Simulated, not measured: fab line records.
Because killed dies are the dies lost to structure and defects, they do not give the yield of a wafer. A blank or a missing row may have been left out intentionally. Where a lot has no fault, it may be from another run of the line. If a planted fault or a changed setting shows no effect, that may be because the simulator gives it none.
Which of the tools did it? :: flow nand_harc :: 22 lots with 66 wafers sampled at 3 steps, on a route of 1159 steps

## WHAT EACH GAUGE READ, for each wafer
NHARC_A_SLIT_OVL_MEAS_10. Usual: overlay_x_nm -0.2 nm, standard deviation 0.98; overlay_y_nm -0.2 nm, standard deviation 0.72.
lot: L075
measured: day 14 08:31
on: overlay-01
overlay_x_nm (nm): 1.0 0.5 1.2
overlay_y_nm (nm): -0.4 -0.3 -0.1
flag: 

lot: L074
measured: day 14 09:35
on: overlay-02
overlay_x_nm (nm): -1.1 -1.5 -1.0
overlay_y_nm (nm): 0.2 -0.3 -0.2
flag: 

lot: L077
measured: day 14 13:26
on: overlay-01
overlay_x_nm (nm): -1.3 -1.4 -1.3
overlay_y_nm (nm): 1.7 1.3 1.7
flag: 

lot: L076
measured: day 14 18:37
on: overlay-01
overlay_x_nm (nm): 0.1 0.1 0.3
overlay_y_nm (nm): -0.3 -0.8 -0.1
flag: 

lot: L079
measured: day 14 19:04
on: overlay-02
overlay_x_nm (nm): -1.4 -0.9 -0.9
overlay_y_nm (nm): -0.7 -0.6 -0.1
flag: 

lot: L078
measured: day 14 18:22
on: overlay-01
overlay_x_nm (nm): -0.7 -0.7 -0.6
overlay_y_nm (nm): -0.8 -0.4 -0.7
flag: 

lot: L080
measured: day 16 03:16
on: overlay-01
overlay_x_nm (nm): 0.0 -0.1 -0.1
overlay_y_nm (nm): -0.7 -1.1 -1.4
flag: 

lot: L083
measured: day 16 17:47
on: overlay-01
overlay_x_nm (nm): -1.2 -0.8 -0.9
overlay_y_nm (nm): 0.1 -0.1 0.2
flag: 

lot: L081
measured: day 16 19:41
on: overlay-02
overlay_x_nm (nm): -0.1 -0.2 0.0
overlay_y_nm (nm): 0.2 0.1 -0.1
flag: 

lot: L084
measured: day 16 17:37
on: overlay-01
overlay_x_nm (nm): 0.5 0.9 0.6
overlay_y_nm (nm): 0.0 0.4 -0.4
flag: 

lot: L082
measured: day 16 19:28
on: overlay-01
overlay_x_nm (nm): -1.0 -0.9 -0.7
overlay_y_nm (nm): -0.7 -1.1 -0.4
flag: 

lot: L085
measured: day 17 13:52
on: overlay-02
overlay_x_nm (nm): -1.9 -1.4 -1.8
overlay_y_nm (nm): -1.3 -1.4 -1.8
flag: 

lot: L086
measured: day 17 12:49
on: overlay-02
overlay_x_nm (nm): -0.9 -0.8 -0.8
overlay_y_nm (nm): -0.1 -0.4 -0.2
flag: 

lot: L089
measured: day 17 14:42
on: overlay-02
overlay_x_nm (nm): 2.3 2.1 1.8
overlay_y_nm (nm): -1.3 -0.6 -1.3
flag: 

lot: L088
measured: day 17 23:26
on: overlay-01
overlay_x_nm (nm): -0.1 -0.1 -0.5
overlay_y_nm (nm): 0.5 0.3 0.2
flag: 

lot: L090
measured: day 18 08:16
on: overlay-02
overlay_x_nm (nm): 0.1 -0.4 -0.4
overlay_y_nm (nm): 0.7 0.1 0.1
flag: 

lot: L091
measured: day 18 07:19
on: overlay-02
overlay_x_nm (nm): -0.3 -0.2 -0.5
overlay_y_nm (nm): 0.6 0.6 0.4
flag: 

lot: L092
measured: day 19 06:32
on: overlay-02
overlay_x_nm (nm): 0.3 0.1 0.3
overlay_y_nm (nm): -0.2 -0.5 -0.6
flag: 

lot: L094
measured: day 19 14:20
on: overlay-02
overlay_x_nm (nm): -1.2 -1.2 -1.0
overlay_y_nm (nm): -0.8 -1.0 -0.9
flag: 

lot: L093
measured: day 19 15:29
on: overlay-01
overlay_x_nm (nm): 1.7 1.2 1.9
overlay_y_nm (nm): 0.0 -0.1 -0.4
flag: 

lot: L096
measured: day 19 20:36
on: overlay-02
overlay_x_nm (nm): 0.3 -0.4 0.2
overlay_y_nm (nm): 0.3 -0.8 -0.1
flag: 

lot: L097
measured: day 20 13:47
on: overlay-02
overlay_x_nm (nm): -1.3 -1.5 -1.6
overlay_y_nm (nm): -0.6 -0.2 -0.6
flag: 

## WHAT TOOL EACH LOT RAN ON (gives the tool, then ch and the chambers of the sampled wafers, and finally the start)
lot: L075
NHARC_A_SGD_CUT_ETCH_59: rie_diel-09 ch 0,1, day 14 07:56 or earlier
NHARC_A_SLIT_DEP_23: pecvd-04 ch 1,2, day 14 07:56

lot: L074
NHARC_A_SGD_CUT_ETCH_59: rie_diel-04 ch 0,2, day 14 08:58 or earlier
NHARC_A_SLIT_DEP_23: pecvd-03 ch 0,1,2, day 14 08:58

lot: L077
NHARC_A_SGD_CUT_ETCH_59: rie_diel-04 ch 1,2,3, day 14 12:48 or earlier
NHARC_A_SLIT_DEP_23: pecvd-04 ch 0,2, day 14 12:48

lot: L076
NHARC_A_SGD_CUT_ETCH_59: rie_diel-06 ch 0,2,3, day 14 17:51 or earlier
NHARC_A_SLIT_DEP_23: pecvd-04 ch 1,2, day 14 17:51

lot: L079
NHARC_A_SGD_CUT_ETCH_59: rie_diel-04 ch 0,1, day 14 18:19 or earlier
NHARC_A_SLIT_DEP_23: pecvd-04 ch 0,1,2, day 14 18:19

lot: L078
NHARC_A_SGD_CUT_ETCH_59: rie_diel-09 ch 0,1,2, day 14 17:39 or earlier
NHARC_A_SLIT_DEP_23: pecvd-03 ch 0,2, day 14 17:39

lot: L080
NHARC_A_SGD_CUT_ETCH_59: rie_diel-06 ch 0,1,2, day 16 02:33 or earlier
NHARC_A_SLIT_DEP_23: pecvd-03 ch 1,2, day 16 02:33

lot: L083
NHARC_A_SGD_CUT_ETCH_59: rie_diel-06 ch 0,2,3, day 16 17:03 or earlier
NHARC_A_SLIT_DEP_23: pecvd-03 ch 0,1,2, day 16 17:03

lot: L081
NHARC_A_SGD_CUT_ETCH_59: rie_diel-04 ch 1,2,3, day 16 18:55 or earlier
NHARC_A_SLIT_DEP_23: pecvd-03 ch 0,1, day 16 18:55

lot: L084
NHARC_A_SGD_CUT_ETCH_59: rie_diel-09 ch 0,2,3, day 16 16:55 or earlier
NHARC_A_SLIT_DEP_23: pecvd-03 ch 1,2, day 16 16:55

lot: L082
NHARC_A_SGD_CUT_ETCH_59: rie_diel-06 ch 1,3, day 16 18:47 or earlier
NHARC_A_SLIT_DEP_23: pecvd-02 ch 0,1, day 16 18:47

lot: L085
NHARC_A_SGD_CUT_ETCH_59: rie_diel-09 ch 1,2,3, day 17 13:06 or earlier
NHARC_A_SLIT_DEP_23: pecvd-04 ch 1,2, day 17 13:06

lot: L086
NHARC_A_SGD_CUT_ETCH_59: rie_diel-04 ch 0,2, day 17 12:00 or earlier
NHARC_A_SLIT_DEP_23: pecvd-03 ch 0,1, day 17 12:00

lot: L089
NHARC_A_SGD_CUT_ETCH_59: rie_diel-06 ch 0,2, day 17 13:58 or earlier
NHARC_A_SLIT_DEP_23: pecvd-04 ch 0,1, day 17 13:58

lot: L088
NHARC_A_SGD_CUT_ETCH_59: rie_diel-04 ch 0,1,2, day 17 22:40 or earlier
NHARC_A_SLIT_DEP_23: pecvd-04 ch 0,2, day 17 22:40

lot: L090
NHARC_A_SGD_CUT_ETCH_59: rie_diel-04 ch 1,2, day 18 07:35 or earlier
NHARC_A_SLIT_DEP_23: pecvd-03 ch 0,2, day 18 07:35

lot: L091
NHARC_A_SGD_CUT_ETCH_59: rie_diel-04 ch 0,2,3, day 18 06:34 or earlier
NHARC_A_SLIT_DEP_23: pecvd-04 ch 0,1,2, day 18 06:34

lot: L092
NHARC_A_SGD_CUT_ETCH_59: rie_diel-04 ch 0,2,3, day 19 05:50 or earlier
NHARC_A_SLIT_DEP_23: pecvd-02 ch 0,1,2, day 19 05:50

lot: L094
NHARC_A_SGD_CUT_ETCH_59: rie_diel-06 ch 0,1,2, day 19 13:39 or earlier
NHARC_A_SLIT_DEP_23: pecvd-04 ch 0,1,2, day 19 13:39

lot: L093
NHARC_A_SGD_CUT_ETCH_59: rie_diel-04 ch 0,2, day 19 14:41 or earlier
NHARC_A_SLIT_DEP_23: pecvd-03 ch 0,1,2, day 19 14:41

lot: L096
NHARC_A_SGD_CUT_ETCH_59: rie_diel-04 ch 0,1,2, day 19 19:43 or earlier
NHARC_A_SLIT_DEP_23: pecvd-03 ch 1,2, day 19 19:43

lot: L097
NHARC_A_SGD_CUT_ETCH_59: rie_diel-06 ch 0,1,3, day 20 13:08 or earlier
NHARC_A_SLIT_DEP_23: pecvd-04 ch 0,1, day 20 13:08
- NHARC_A_SGD_CUT_ETCH_59: etches the open film in N2/H2, target depth 260 nm, time 406.25 s.
- NHARC_A_SLIT_DEP_23: deposits SiON, target thk 100 nm.

## AS READ BY THE TOOLS THEMSELVES (means over the sampled wafers that have a number; for cases with no such wafer, the mark the record gives instead)
NHARC_A_SGD_CUT_ETCH_59. Usual: drypump_motor_current_A 5.7 A, standard deviation 0.41; oes_product_au 1.002 a.u., standard deviation 0.013; rf_fwd_power_W 399.3 W, standard deviation 1.3; rf_vpp_V 430 V, standard deviation 3.1; showerhead_plenum_p_Torr 2.02 Torr, standard deviation 0.1; throttle_valve_pct 14.170 %, standard deviation 0.0087.
lot: L075
tool: rie_diel-09
drypump_motor_current_A (A): 6.0
oes_product_au (a.u.): 0.997
rf_fwd_power_W (W): 399.7
rf_vpp_V (V): 433
showerhead_plenum_p_Torr (Torr): 2.10
throttle_valve_pct (%): 14.175
flag: 

lot: L074
tool: rie_diel-04
drypump_motor_current_A (A): 5.8
oes_product_au (a.u.): 1.003
rf_fwd_power_W (W): 397.8
rf_vpp_V (V): 431
showerhead_plenum_p_Torr (Torr): 2.07
throttle_valve_pct (%): 14.171
flag: 

lot: L077
tool: rie_diel-04
drypump_motor_current_A (A): 5.8
oes_product_au (a.u.): 1.004
rf_fwd_power_W (W): 397.8
rf_vpp_V (V): 430
showerhead_plenum_p_Torr (Torr): 2.02
throttle_valve_pct (%): 14.159
flag: 

lot: L076
tool: rie_diel-06
drypump_motor_current_A (A): 5.6
oes_product_au (a.u.): 0.998
rf_fwd_power_W (W): 399.6
rf_vpp_V (V): 429
showerhead_plenum_p_Torr (Torr): 1.99
throttle_valve_pct (%): 14.175
flag: 

lot: L079
tool: rie_diel-04
drypump_motor_current_A (A): 5.9
oes_product_au (a.u.): 1.007
rf_fwd_power_W (W): 399.6
rf_vpp_V (V): 428
showerhead_plenum_p_Torr (Torr): 1.96
throttle_valve_pct (%): 14.173
flag: 

lot: L078
tool: rie_diel-09
drypump_motor_current_A (A): 5.8
oes_product_au (a.u.): 1.013
rf_fwd_power_W (W): 399.6
rf_vpp_V (V): 432
showerhead_plenum_p_Torr (Torr): 2.09
throttle_valve_pct (%): 14.173
flag: 

lot: L080
tool: rie_diel-06
drypump_motor_current_A (A): 5.7
oes_product_au (a.u.): 1.008
rf_fwd_power_W (W): 399.8
rf_vpp_V (V): 429
showerhead_plenum_p_Torr (Torr): 1.97
throttle_valve_pct (%): 14.175
flag: 

lot: L083
tool: rie_diel-06
drypump_motor_current_A (A): 5.6
oes_product_au (a.u.): 1.000
rf_fwd_power_W (W): 400.4
rf_vpp_V (V): 428
showerhead_plenum_p_Torr (Torr): 1.99
throttle_valve_pct (%): 14.171
flag: 

lot: L081
tool: rie_diel-04
drypump_motor_current_A (A): 5.8
oes_product_au (a.u.): 1.002
rf_fwd_power_W (W): 399.6
rf_vpp_V (V): 430
showerhead_plenum_p_Torr (Torr): 2.02
throttle_valve_pct (%): 14.172
flag: 

lot: L084
tool: rie_diel-09
drypump_motor_current_A (A): 5.6
oes_product_au (a.u.): 1.004
rf_fwd_power_W (W): 399.9
rf_vpp_V (V): 430
showerhead_plenum_p_Torr (Torr): 2.04
throttle_valve_pct (%): 14.174
flag: 

lot: L082
tool: rie_diel-06
drypump_motor_current_A (A): 5.5
oes_product_au (a.u.): 1.000
rf_fwd_power_W (W): 398.1
rf_vpp_V (V): 432
showerhead_plenum_p_Torr (Torr): 2.10
throttle_valve_pct (%): 14.170
flag: 

lot: L085
tool: rie_diel-09
drypump_motor_current_A (A): 5.9
oes_product_au (a.u.): 1.004
rf_fwd_power_W (W): 399.6
rf_vpp_V (V): 430
showerhead_plenum_p_Torr (Torr): 2.01
throttle_valve_pct (%): 14.169
flag: 

lot: L086
tool: rie_diel-04
drypump_motor_current_A (A): 5.8
oes_product_au (a.u.): 0.995
rf_fwd_power_W (W): 400.7
rf_vpp_V (V): 430
showerhead_plenum_p_Torr (Torr): 2.07
throttle_valve_pct (%): 14.170
flag: 

lot: L089
tool: rie_diel-06
drypump_motor_current_A (A): 5.5
oes_product_au (a.u.): 1.001
rf_fwd_power_W (W): 397.8
rf_vpp_V (V): 426
showerhead_plenum_p_Torr (Torr): 1.92
throttle_valve_pct (%): 14.166
flag: 

lot: L088
tool: rie_diel-04
drypump_motor_current_A (A): 5.8
oes_product_au (a.u.): 1.001
rf_fwd_power_W (W): 399.3
rf_vpp_V (V): 431
showerhead_plenum_p_Torr (Torr): 2.05
throttle_valve_pct (%): 14.173
flag: 

lot: L090
tool: rie_diel-04
drypump_motor_current_A (A): 5.8
oes_product_au (a.u.): 0.995
rf_fwd_power_W (W): 398.5
rf_vpp_V (V): 431
showerhead_plenum_p_Torr (Torr): 2.11
throttle_valve_pct (%): 14.166
flag: 

lot: L091
tool: rie_diel-04
drypump_motor_current_A (A): 5.8
oes_product_au (a.u.): 1.004
rf_fwd_power_W (W): 399.5
rf_vpp_V (V): 429
showerhead_plenum_p_Torr (Torr): 2.04
throttle_valve_pct (%): 14.176
flag: 

lot: L092
tool: rie_diel-04
drypump_motor_current_A (A): 5.8
oes_product_au (a.u.): 0.998
rf_fwd_power_W (W): 399.2
rf_vpp_V (V): 430
showerhead_plenum_p_Torr (Torr): 2.04
throttle_valve_pct (%): 14.178
flag: 

lot: L094
tool: rie_diel-06
drypump_motor_current_A (A): 5.7
oes_product_au (a.u.): 0.997
rf_fwd_power_W (W): 398.6
rf_vpp_V (V): 429
showerhead_plenum_p_Torr (Torr): 1.97
throttle_valve_pct (%): 14.171
flag: 

lot: L093
tool: rie_diel-04
drypump_motor_current_A (A): 5.8
oes_product_au (a.u.): 0.993
rf_fwd_power_W (W): 399.6
rf_vpp_V (V): 432
showerhead_plenum_p_Torr (Torr): 2.06
throttle_valve_pct (%): 14.166
flag: 

lot: L096
tool: rie_diel-04
drypump_motor_current_A (A): 5.9
oes_product_au (a.u.): 1.003
rf_fwd_power_W (W): 398.6
rf_vpp_V (V): 431
showerhead_plenum_p_Torr (Torr): 2.04
throttle_valve_pct (%): 14.170
flag: 

lot: L097
tool: rie_diel-06
drypump_motor_current_A (A): 5.3
oes_product_au (a.u.): 0.992
rf_fwd_power_W (W): 398.6
rf_vpp_V (V): 430
showerhead_plenum_p_Torr (Torr): 2.04
throttle_valve_pct (%): 14.169
flag: 

NHARC_A_SLIT_DEP_23. Usual: heater_power_w 752 W, standard deviation 67; rf_fwd_power_W 348.5 W, standard deviation 1.1; susceptor_temp_C 400.02 C, standard deviation 0.22.
lot: L075
tool: pecvd-04
heater_power_w (W): 801
rf_fwd_power_W (W): 348.9
susceptor_temp_C (C): 400.02
flag: 

lot: L074
tool: pecvd-03
heater_power_w (W): 786
rf_fwd_power_W (W): 348.1
susceptor_temp_C (C): 400.10
flag: 

lot: L077
tool: pecvd-04
heater_power_w (W): 756
rf_fwd_power_W (W): 347.3
susceptor_temp_C (C): 399.95
flag: 

lot: L076
tool: pecvd-04
heater_power_w (W): 773
rf_fwd_power_W (W): 348.3
susceptor_temp_C (C): 400.10
flag: 

lot: L079
tool: pecvd-04
heater_power_w (W): 774
rf_fwd_power_W (W): 348.3
susceptor_temp_C (C): 400.04
flag: 

lot: L078
tool: pecvd-03
heater_power_w (W): 773
rf_fwd_power_W (W): 348.5
susceptor_temp_C (C): 400.25
flag: 

lot: L080
tool: pecvd-03
heater_power_w (W): 743
rf_fwd_power_W (W): 349.2
susceptor_temp_C (C): 400.09
flag: 

lot: L083
tool: pecvd-03
heater_power_w (W): 701
rf_fwd_power_W (W): 348.2
susceptor_temp_C (C): 400.10
flag: 

lot: L081
tool: pecvd-03
heater_power_w (W): 787
rf_fwd_power_W (W): 349.7
susceptor_temp_C (C): 400.05
flag: 

lot: L084
tool: pecvd-03
heater_power_w (W): 623
rf_fwd_power_W (W): 347.7
susceptor_temp_C (C): 400.17
flag: 

lot: L082
tool: pecvd-02
heater_power_w (W): 661
rf_fwd_power_W (W): 348.5
susceptor_temp_C (C): 399.85
flag: 

lot: L085
tool: pecvd-04
heater_power_w (W): 819
rf_fwd_power_W (W): 349.1
susceptor_temp_C (C): 400.04
flag: 

lot: L086
tool: pecvd-03
heater_power_w (W): 760
rf_fwd_power_W (W): 348.7
susceptor_temp_C (C): 399.91
flag: 

lot: L089
tool: pecvd-04
heater_power_w (W): 705
rf_fwd_power_W (W): 347.5
susceptor_temp_C (C): 399.99
flag: 

lot: L088
tool: pecvd-04
heater_power_w (W): 798
rf_fwd_power_W (W): 348.1
susceptor_temp_C (C): 400.10
flag: 

lot: L090
tool: pecvd-03
heater_power_w (W): 702
rf_fwd_power_W (W): 348.6
susceptor_temp_C (C): 400.11
flag: 

lot: L091
tool: pecvd-04
heater_power_w (W): 785
rf_fwd_power_W (W): 347.5
susceptor_temp_C (C): 400.01
flag: 

lot: L092
tool: pecvd-02
heater_power_w (W): 685
rf_fwd_power_W (W): 350.0
susceptor_temp_C (C): 399.54
flag: 

lot: L094
tool: pecvd-04
heater_power_w (W): 750
rf_fwd_power_W (W): 348.2
susceptor_temp_C (C): 400.12
flag: 

lot: L093
tool: pecvd-03
heater_power_w (W): 713
rf_fwd_power_W (W): 347.6
susceptor_temp_C (C): 400.07
flag: 

lot: L096
tool: pecvd-03
heater_power_w (W): 724
rf_fwd_power_W (W): 349.4
susceptor_temp_C (C): 399.94
flag: 

lot: L097
tool: pecvd-04
heater_power_w (W): 810
rf_fwd_power_W (W): 348.5
susceptor_temp_C (C): 399.78
flag: 

## THE ANSWER, worked out from the rows above alone
Rule: a lot counts as off when the mean over its wafers that have a number is more than 3 standard deviations away from the usual mean. Also off: a lot with no number at a reading for which 4 or more lots have one. All remaining lots with rows at the step are treated as sound. After the gauges, taken in route order, come the tools' own readings; for these a lot's mean is taken, as printed above. At the first step where some lot is off, the reading lying furthest off is the one used; lots without a number count as furthest.
No lot is off on any of the readings shown, so nothing can be concluded from this.

## WHAT HAD BEEN PUT IN BY THE SIMULATOR
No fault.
